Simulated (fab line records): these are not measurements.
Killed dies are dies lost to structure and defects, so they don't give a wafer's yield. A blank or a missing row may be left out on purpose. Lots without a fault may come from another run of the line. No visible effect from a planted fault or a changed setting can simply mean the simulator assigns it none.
Chamber matching -- flow n5-finfet -- N5_BEOL_M5_STRIP_64 on rie-diel-02: 4 sister chambers
The step strips in CF4. 8 wafers are shown with their chamber, then 12 later ones without.

## WAFERS, EACH WITH ITS CHAMBER
wafer,chamber,drypump-motor-current-A (A),showerhead-plenum-p-Torr (Torr)
L079.1,2,6.6,1.84
L079.5,1,5.4,1.81
L082.6,0,5.1,1.76
L084.1,0,5.1,1.76
L084.5,2,6.6,1.83
L087.2,1,5.4,1.81
L087.4,3,6.6,1.88
L087.6,3,6.5,1.88

## WAFERS WITH NO CHAMBER GIVEN
wafer,drypump-motor-current-A (A),showerhead-plenum-p-Torr (Torr)
L091.4,5.4,1.81
L091.5,5.1,1.76
L091.6,5.4,1.81
L090.1,5.4,1.81
L090.2,6.6,1.83
L090.6,5.1,1.76
L093.1,6.6,1.88
L093.3,5.1,1.76
L093.4,5.4,1.80
L097.1,6.6,1.87
L097.4,6.6,1.83
L097.6,5.4,1.80

## WHICH CHAMBER EACH ONE RAN IN
wafer,from the rows above,in truth
L091.4,1,1
L091.5,0,0
L091.6,1,1
L090.1,1,1
L090.2,2,2
L090.6,0,0
L093.1,3,3
L093.3,0,0
L093.4,1,1
L097.1,3,3
L097.4,2,2
L097.6,1,1
12 of 12 placed correctly. Left unplaced by these rows: 0. Placed wrongly: 0.
How it was worked out, from the rows above alone: a wafer's distance from a chamber is the root of the sum, over the readings, of the square of ((its reading less the chamber's mean) divided by the reading's scatter). If the next closest chamber is less than 2 further off than the closest, the wafer can't be placed; otherwise it belongs to the closest. For every chamber, the mean is computed from those of its wafers that are shown. The scatter is the square root of a quotient: the sum, over the shown wafers, of each reading's squared deviation from its chamber's mean, divided by wafers minus chambers.
